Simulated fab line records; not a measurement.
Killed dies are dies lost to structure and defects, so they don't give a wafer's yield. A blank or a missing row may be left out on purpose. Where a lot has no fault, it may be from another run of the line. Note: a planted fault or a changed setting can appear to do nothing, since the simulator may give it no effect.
8D (eight disciplines) problem report, filled in by code ; flow nandHarc ; the parts of the form that need people (team, actions taken, sign-off) are left out

1. PROBLEM STATEMENT
Wafers without a fault read 37.2 with a standard deviation of 0.31, while exposureDoseMJCm2 at NHARC_A_BONDPAD_EXPOSE_06 averages 24.9 across 3 wafers of 1 lot. That puts it -40 standard deviations away from the usual mean.
The step: exposes mask A BPAD.
The first sign was on wafer L640.1 at day 22 10:38, on krfScanner-01. Wafers with a number at this step in the record: 33, from 11 lots. The rule behind "out" and "out of limits": a value lying over 4 standard deviations away from the usual mean. The rest of the wafers with a number are treated as sound.

2. WHAT THIS IS AND IS NOT
question;is;is not
which readings at this step;exposureDoseMJCm2;-
which lots;L640;L626, L629, L631, L632, L633, L639, L643, L645, L648, L649
which wafers of those lots;all that have a number;-
read on which tools;krfScanner-01;krfScanner-02, krfScanner-03
when;from day 22 10:38;"up to then (18 sound wafers); but 12 sound wafers of L643, L645, L648, L649 came after"

3. SUSPECTS, AND WHAT RULES EACH OUT
Counting: a tool at any process step up to the reading remains a suspect when it ran all the lots that are out and ran no sound lot after the first of those.
- pecvd-01 at NHARC_A_M1_PRE_CLEAN_32 (time 12 s): ruled out as a lasting fault. After its first lot that is out, L640 (day 22 08:57), sound lots L643 ran on it.
- krfScanner-01 at NHARC_A_BONDPAD_EXPOSE_06 (exposes mask A BPAD): kept. It ran the lot that is out, L640 (day 22 10:38), and no sound lot after that; its last sound lot up to then is L633 (day 19 15:10). On those wafers its own readings are out: exposureDoseMJCm2.
The count leaves krfScanner-01 at NHARC_A_BONDPAD_EXPOSE_06.

4. THE CAUSE (what the simulator had put in)
Drift in process parameters on krfScanner-01 at NHARC_A_BONDPAD_EXPOSE_06, starting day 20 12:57. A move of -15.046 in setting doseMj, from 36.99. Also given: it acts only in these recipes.
This tool alone remained once counting was done.

5. THE CHAIN OF EFFECTS, in route order
One row per reading whose mean, taken over the struck wafers that have a number, lies over 3 standard deviations from the usual. Readings are gone through only where the record gives a usual standard deviation; hours: the median, over the lots, of the time from a lot's start at the first step in this table giving one to that lot's start at this step; sigmas: the change measured in usual standard deviations.
hours;step;reading;usual;on struck wafers;change;sigmas
0;NHARC_A_BONDPAD_EXPOSE_06;exposureDoseMJCm2;37.2;24.9;-12.3;-40
It contains these process steps:
- NHARC_A_BONDPAD_EXPOSE_06: exposes mask A BPAD.
Later steps that measure or inspect, where all struck wafers having a row at the step show a number for every such reading and not one has moved that far: NHARC_A_BONDPAD_CD_MEAS_09.

6. HOW IT WOULD HAVE BEEN CAUGHT EARLIER
The fault began at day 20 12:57; the first out-of-limits reading in this record came at day 22 10:38, 46 hours later.
